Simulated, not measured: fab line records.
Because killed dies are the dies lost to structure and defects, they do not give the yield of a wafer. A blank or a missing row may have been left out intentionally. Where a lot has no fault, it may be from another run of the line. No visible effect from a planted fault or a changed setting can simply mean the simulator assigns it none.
Matching of chambers + flow n5_finfet + N5_DUMMY_REMOVAL_HM_STRIP_01 on rie_diel-06 has 4 sister chambers
The step strips SiNx in CH3F/O2, stops on poly-Si, target depth 4 nm, time 6.8 s. 4 wafers are shown with their chamber, then 9 later ones without.

## WAFERS, EACH WITH ITS CHAMBER
| wafer  | chamber | showerhead_plenum_p_Torr (Torr) |
|--------|---------|---------------------------------|
| L081.6 | 0       | 1.98                            |
| L082.5 | 2       | 1.92                            |
| L084.2 | 3       | 2.00                            |
| L084.5 | 1       | 2.07                            |

## WAFERS MISSING THEIR CHAMBER
| wafer  | showerhead_plenum_p_Torr (Torr) |
|--------|---------------------------------|
| L091.1 | 2.06                            |
| L091.3 | 1.97                            |
| L091.6 | 2.06                            |
| L096.1 | 1.99                            |
| L096.2 | 1.92                            |
| L096.3 | 1.97                            |
| L096.4 | 2.06                            |
| L096.5 | 1.97                            |
| L096.6 | 1.99                            |

## WHICH CHAMBER EACH ONE RAN IN
| wafer  | from the rows above     | in truth |
|--------|-------------------------|----------|
| L091.1 | 1                       | 1        |
| L091.3 | 0                       | 0        |
| L091.6 | 1                       | 1        |
| L096.1 | can't be placed: 0 or 3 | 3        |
| L096.2 | 2                       | 2        |
| L096.3 | 0                       | 0        |
| L096.4 | 1                       | 1        |
| L096.5 | 0                       | 0        |
| L096.6 | can't be placed: 0 or 3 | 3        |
7 of 9 placed correctly. From these rows, 2 cannot be placed; in 2 the true chamber is one of the candidates. Number placed wrongly: 0.
How it was worked out, from the rows above alone: a wafer's distance from a chamber is the root of the sum, over the readings, of the square of ((its reading less the chamber's mean) divided by the reading's scatter). The wafer belongs to the nearest chamber; if the next one is less than 2 further off, it can't be placed. The mean given for a chamber averages the wafers shown for that chamber. The scatter (one wafer shown for each chamber): square how far every hidden wafer sits from the nearest shown wafer, average those squares and take the square root.
